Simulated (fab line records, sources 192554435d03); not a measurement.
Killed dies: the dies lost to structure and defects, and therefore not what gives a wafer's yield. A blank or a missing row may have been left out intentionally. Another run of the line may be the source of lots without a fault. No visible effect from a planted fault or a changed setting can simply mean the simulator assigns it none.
A struck lot beside a sound one / flow n5Finfet / 19 out of 1938 route steps
Sound: wafers L532.2, L532.4, L532.5. Wafers L541.1, L541.3, L541.4 were the ones struck. At the end, the cause is stated.
Per side, at each step with rows, come the tool, then ch with its chambers, and then its first start. Under that, the readings that differ: sound wafers / struck wafers / difference of the means / sigmas: that difference in standard deviations of wafers without a fault.
alike: words and numbers the same on both sides, and readings whose means are apart by under 2 such deviations; not compared: readings that were withheld, readings missing a value for some wafer, numbers with overlapping values and no deviation given by the record, and bounds like >300 which may hide the same value.
Wherever a step has rows on one side only, a row that says differs or no value, or a row with sigmas, the two part there. Numbers that have no deviation but don't overlap get no sigmas and don't part them. Lack of a reading on every wafer of one side parts them only where that side has two or more wafers.

N5_BEOL_M4_RC_MEAS_101:
  sound on prober-01 ch 0, day 9 11:23; struck on prober-01 ch 0, day 11 07:11
  alike: DIBL_N, DIBL_P, IOFF_N, IOFF_P, ION_N, ION_P, SS_N, SS_P, VT_N, VT_P
N5_BEOL_M5_ILD_DEP_00: deposits SiCOH lowk from DEMS/porogen, target thk 140.64 nm, time 25.9 s.
  sound on pecvd-01 ch 0,1, day 9 12:11; struck on pecvd-01 ch 0,1,2, day 11 08:08
  alike: heaterPowerW, showerheadPlenumPTorr, throttleValvePct
N5_BEOL_M5_CURE_79: cures SiCOH lowk, time 240 s.
  sound on uvCure-02 ch 2, day 9 12:20; struck on uvCure-01 ch 1, day 11 08:12
reading=wafer_temp_C_max; sound=386.8 386.4 386.8; struck=387.3 388.5 387.6; difference=+1.1; sigmas=+2
  alike: lampPowerPct
N5_BEOL_M5_THK_MEAS_01:
  sound: filmMetro-01 at day 9 12:46; struck: filmMetro-01 at day 11 08:43
  alike: M5_ILD_THK
N5_BEOL_M5_PECVD_70: deposits SiO2 from TEOS/O2, target thk 16 nm, time 18 s.
  sound on pecvd-02 ch 0,1, day 9 12:48; struck on pecvd-01 ch 1,2, day 11 08:45
  alike: heaterPowerW, showerheadPlenumPTorr, throttleValvePct
N5_BEOL_M5_HM_DEP_02: deposits TiN, target thk 20 nm.
  sound: pvdSputter-02 at day 9 13:37; struck: pvdSputter-03 at day 11 10:57
  alike: throttleValvePct
then, 6 steps without rows for these wafers: N5_BEOL_M5_COAT_59 (time 60 s, resist thk 60 nm); N5_BEOL_M5_COAT_60 (time 60 s, resist thk 12 nm); N5_BEOL_M5_COAT_71 (time 60 s, resist thk 5 nm); N5_BEOL_M5_COAT_05 (resist thk 30 nm); N5_BEOL_M5_EBR_07; N5_BEOL_M5_SOFTBAKE_06 (time 60 s).
N5_BEOL_M5_EXPOSE_08: exposes mask M5, target cd 28 nm.
  sound on euvScanner-02 ch 0, day 9 13:53; struck on euvScanner-02 ch 0, day 11 11:20
reading=model.BEOL_M5.overlayXNm (nm); sound=0.2 0.2 0.2; struck=6.2 6.2 6.2; difference=+6.0; sigmas=
  alike: mask, reticleTempC
then, 2 steps without rows for these wafers: N5_BEOL_M5_PEB_09 (peb time 60 s); N5_BEOL_M5_DEVELOP_10 (develop time 30 s).
N5_BEOL_M5_CD_MEAS_11 targets a cd of 27.74 nm.
  sound on cdSem-03 ch 0, day 9 14:00; struck on cdSem-03 ch 0, day 11 11:28
  alike: cdNm
N5_BEOL_M5_OVL_MEAS_12:
  sound on overlay-02 ch 0, day 9 14:02; struck on overlay-02 ch 0, day 11 11:29
reading=M5_OVL (nm); sound=0.0 -0.2 1.7; struck=5.9 6.1 5.9; difference=+5.5; sigmas=+9
N5_BEOL_M5_INSPECT_13: inspects for defects (brightfield).
  sound: defectInspect-02 at day 9 14:05; struck: defectInspect-02 at day 11 11:33
  alike: rawDefectCount
-- a jump in the record: the struck wafers' starts before and after are 4 days apart (it breaks off in module BEOL_M5 and resumes in module PASSIVATION, where the first step shown is number 1936 of the route) --
N5_PASSIVATION_PROBE_49:
  sound: prober-01 at day 13 10:32; struck: prober-01 at day 15 09:38
  alike: defectLimitedYield, killed_at_M0_to_M3, killed_at_M4_up, killedAtContacts, killedAtFrontEnd, killedAtOther, killedDies, killedOpen, killedShort, sort_bin_5_function, sort_bin_6_memory, sortNPass, sortYieldPct

== WHERE THEY PART ==
Last at N5_BEOL_M5_OVL_MEAS_12 as far as this record goes, first at N5_BEOL_M5_CURE_79. Later steps at which nothing parts them and some readings are alike: N5_BEOL_M5_INSPECT_13, N5_PASSIVATION_PROBE_49.

WHY: what had been put in by the simulator
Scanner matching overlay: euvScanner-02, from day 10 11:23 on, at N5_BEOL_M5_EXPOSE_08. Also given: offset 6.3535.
